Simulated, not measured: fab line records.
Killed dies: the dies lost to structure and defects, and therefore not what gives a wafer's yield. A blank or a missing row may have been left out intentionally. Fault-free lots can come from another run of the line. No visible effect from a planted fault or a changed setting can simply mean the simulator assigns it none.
Matching of chambers | flow nand harc | 4 sister chambers for NHARC_P_ZERO_WELL_DESCUM_26 on rie diel-12
The step chemistry O2, time 3 s. 8 wafers are shown with their chamber, then 8 later ones without.

WAFERS WITH THEIR CHAMBER
wafer  | chamber | drypump motor current A (A) | oes product au (a.u.)
L080.1 | 3       | 6.1                         | 0.994
L080.2 | 2       | 6.0                         | 0.999
L083.4 | 0       | 6.4                         | 0.996
L083.6 | 2       | 6.0                         | 0.989
L085.4 | 1       | 6.0                         | 1.004
L085.5 | 0       | 6.4                         | 0.998
L085.6 | 1       | 5.9                         | 0.997
L091.1 | 3       | 6.1                         | 1.006

WAFERS WHOSE CHAMBER IS MISSING
wafer  | drypump motor current A (A) | oes product au (a.u.)
L091.2 | 6.4                         | 1.010
L091.5 | 6.1                         | 0.991
L092.1 | 6.4                         | 1.003
L092.5 | 6.0                         | 0.982
L092.6 | 5.9                         | 1.002
L095.1 | 5.9                         | 1.001
L095.2 | 5.9                         | 0.987
L095.5 | 6.0                         | 0.997

CHAMBER TAKEN BY EACH
wafer  | from the rows above     | in truth
L091.2 | 0                       | 0
L091.5 | can't be placed: 3 or 2 | 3
L092.1 | 0                       | 0
L092.5 | can't be placed: 2 or 1 | 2
L092.6 | can't be placed: 1 or 2 | 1
L095.1 | can't be placed: 1 or 2 | 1
L095.2 | can't be placed: 1 or 2 | 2
L095.5 | can't be placed: 2 or 1 | 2
Correct placement for 2 of the 8. These rows do not allow placing 6 (true chamber among the candidates in 6). Wrongly placed: 0.
How it was worked out, from the rows above alone: a wafer's distance from a chamber is the root of the sum, over the readings, of the square of ((its reading less the chamber's mean) divided by the reading's scatter). The wafer belongs to the nearest chamber; if the next one is less than 2 further off, it can't be placed. For every chamber, the mean is computed from those of its wafers that are shown. The scatter: take each reading less its chamber's mean, square it, sum over the shown wafers, divide by the number of wafers less the number of chambers, and take the root.
